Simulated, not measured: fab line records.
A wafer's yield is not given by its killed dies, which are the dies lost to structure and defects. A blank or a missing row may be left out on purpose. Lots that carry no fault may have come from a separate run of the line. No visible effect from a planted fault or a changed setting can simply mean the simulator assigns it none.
A struck lot beside a sound one ; flow nandHarc ; 18 steps out of a route of 1159
Sound: wafers L819.1, L819.3, L819.5. Wafers struck: L831.1, L831.2, L831.5. At the end, the cause is stated.
For every step that has rows: the tool of each side, followed by ch and its chambers, followed by its first start. Under that, the readings that differ: sound wafers ; struck wafers ; difference of the means ; sigmas: that difference in standard deviations of wafers without a fault.
alike: same words and numbers on both sides, and readings whose means sit less than 2 such deviations apart. not compared: any withheld reading, any reading some wafer has no value for, any bound like >300 that may hide the same value, and any number with overlapping values for which the record gives no deviation.
A row with sigmas, a row that says differs or no value, or rows on one side alone: a step with any of these is where the two part. When numbers do not overlap yet have no deviation, they are printed without sigmas and do not part them. A reading that every wafer of one side lacks parts them only if that side has two wafers or more.

NHARC_P_GATE_ALD_36: deposits SiNx, target thk 20 nm, pulse time 60 s, ald cycles 223.
  sound on aldSin-01 ch 1,2,3, day 5 20:13; struck on aldSin-01 ch 0,1,2, day 8 15:45
  alike: heaterPowerW, precursorPulseHeightRel, susceptorTempC
NHARC_P_GATE_ETCHBACK_37: etches the open film in CHF3/O2, target depth 34.5 nm, time 17.2 s.
  sound on rieDiel-07 ch 1,2; struck on rieDiel-07 ch 1,3
reading;sound;struck;difference;sigmas
drypumpMotorCurrentA (A);6.1 6.8 6.7;5.0 6.1 5.0;-1.2;-2
  alike: o2FlowSccm, oesProductAu, rfVppV, showerheadPlenumPTorr, throttleValvePct
  not compared: rfHoursCounterH
NHARC_P_GATE_STRIP_101: strips in O2, time 20 s.
  sound on rieDiel-07 ch 1,2,3, day 6 05:58; struck on rieDiel-07 ch 1,2,3, day 8 23:20
  alike: drypumpMotorCurrentA, o2FlowSccm, oesProductAu, rfVppV, showerheadPlenumPTorr, throttleValvePct
  not compared: rfHoursCounterH
then, 9 steps without rows for these wafers: NHARC_P_GATE_PRECLEAN_97 (cleans in SPM, time 600 s); NHARC_P_GATE_SRD_98; NHARC_P_GATE_PRECLEAN_99 (cleans in SC1); NHARC_P_GATE_SRD_100; NHARC_P_GATE_DEHYDRATE_38 (time 120 s); NHARC_P_GATE_HMDS_39 (time 30 s); NHARC_P_GATE_COAT_40; NHARC_P_GATE_SOFTBAKE_41 (time 95 s); NHARC_P_GATE_EBR_42.
NHARC_P_GATE_EXPOSE_43: exposes mask P NSD, target cd 720 nm.
  sound on krfScanner-03 ch 0, day 6 06:44; struck on krfScanner-02 ch 0, day 9 00:07
reading;sound;struck;difference;sigmas
mask;P_NSD#0 P_NSD#0 P_NSD#0;P_PSD#0 P_PSD#0 P_PSD#0;differs;
then, 2 steps without rows for these wafers: NHARC_P_GATE_PEB_44 (peb time 85 s); NHARC_P_GATE_DEVELOP_45 (time 70 s).
NHARC_P_GATE_CD_MEAS_46 targets a cd of 720 nm.
  sound on cdSem-02 ch 0, day 6 06:53; struck on cdSem-01 ch 0, day 9 00:16
reading;sound;struck;difference;sigmas
cdNm (nm);721.4 720.9 722.1;- - -;no value on the struck wafers;
then, 1 step without rows for these wafers: NHARC_P_GATE_HARDBAKE_47 (time 80 s).
-- jump in the record: it breaks off in module P_GATE and resumes in module END (first step shown: number 1159 of the route), and 14 days separate the struck wafers' starts before and after --
NHARC_END_SORT_01:
  the record has rows for the struck wafers here (prober-01 ch 0, day 23 10:47) and none for the sound ones

== WHERE THEY PART ==
First at NHARC_P_GATE_ETCHBACK_37; last, within this record, at NHARC_END_SORT_01.

WHY: what had been put in by the simulator
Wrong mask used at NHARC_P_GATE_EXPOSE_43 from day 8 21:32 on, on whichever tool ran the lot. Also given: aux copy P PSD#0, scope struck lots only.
